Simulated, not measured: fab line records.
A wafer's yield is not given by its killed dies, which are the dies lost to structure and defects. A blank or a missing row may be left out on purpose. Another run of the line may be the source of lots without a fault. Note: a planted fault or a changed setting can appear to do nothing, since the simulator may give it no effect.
What tool caused it? | flow n5-finfet | 40 wafers from 14 lots sampled at 2 of the route's 1938 steps

== WHAT THE GAUGES READ, wafer by wafer ==
N5_PASSIVATION_OVL_MEAS_60. Usual: TV_OVL gives 3 nm (standard deviation 5.5).
lot  | measured     | on         | TV_OVL (nm) | flag
L478 | day 13 23:55 | overlay-01 | 8 8 8       |
L479 | day 14 19:31 | overlay-02 | -2 0        |
L480 | day 14 18:15 | overlay-02 | -3 -3 3     |
L482 | day 15 01:18 | overlay-02 | 0 3 -1      |
L486 | day 15 04:40 | overlay-01 | 7 17        |
L485 | day 15 05:35 | overlay-02 | 5 4 8       |
L483 | day 15 18:16 | overlay-01 | -2 4 2      |
L484 | day 16 10:58 | overlay-02 | 0 1 5       |
L487 | day 16 09:05 | overlay-01 | -2 5 3      |
L491 | day 17 08:29 | overlay-02 | -8 0 4      |
L493 | day 20 07:34 | overlay-01 | 5 1 1       |
L499 | day 20 15:59 | overlay-01 | 5 3 2       |
L500 | day 20 15:49 | overlay-02 | -2 -10 -2   |
L498 | day 21 02:23 | overlay-02 | 6 7 7       |

== WHAT TOOL EACH LOT RAN ON (gives the tool, then ch and the chambers of the sampled wafers, and finally the start) ==
lot  | N5_BEOL_M9_CVD_78
L478 | cvd-co-02 ch 1,2, day 12 01:56
L479 | cvd-co-02 ch 0,1, day 12 08:41
L480 | cvd-co-01 ch 0,1, day 12 12:37
L482 | cvd-co-01 ch 0,1, day 12 19:44
L486 | cvd-co-01 ch 0,2, day 13 04:49
L485 | cvd-co-02 ch 1,2, day 13 08:31
L483 | cvd-co-02 ch 0,1,2, day 13 15:10
L484 | cvd-co-01 ch 0,2, day 14 02:04
L487 | cvd-co-01 ch 0,1, day 14 06:22
L491 | cvd-co-02 ch 0,1,2, day 14 20:55
L493 | cvd-co-02 ch 0,1, day 16 12:01
L499 | cvd-co-01 ch 1,2, day 17 04:29
L500 | cvd-co-01 ch 0,1, day 17 17:26
L498 | cvd-co-02 ch 0,1,2, day 17 22:28
- N5_BEOL_M9_CVD_78: deposits Co from CCTBA/H2, target thk 2 nm, time 138.9 s.

== AS READ BY THE TOOLS THEMSELVES (means over the sampled wafers that have a number; for cases with no such wafer, the mark the record gives instead) ==
The record holds no such reading with a usual standard deviation.

== THE ANSWER, worked out from the rows above alone ==
Rule: a lot is off if the mean of its wafers that have a number lies more than 3 standard deviations from the usual mean. A lot without any number at a reading at which 4 lots or more have one is off too. All remaining lots with rows at the step are treated as sound. After the gauges, taken in route order, come the tools' own readings; for these a lot's mean is taken, as printed above. The first step at which some lot is off is used, and at that step the reading that is off furthest; a lot without a number counts as furthest.
Across all readings shown, no lot is off: no conclusion can be drawn from this.

== WHAT HAD BEEN PUT IN BY THE SIMULATOR ==
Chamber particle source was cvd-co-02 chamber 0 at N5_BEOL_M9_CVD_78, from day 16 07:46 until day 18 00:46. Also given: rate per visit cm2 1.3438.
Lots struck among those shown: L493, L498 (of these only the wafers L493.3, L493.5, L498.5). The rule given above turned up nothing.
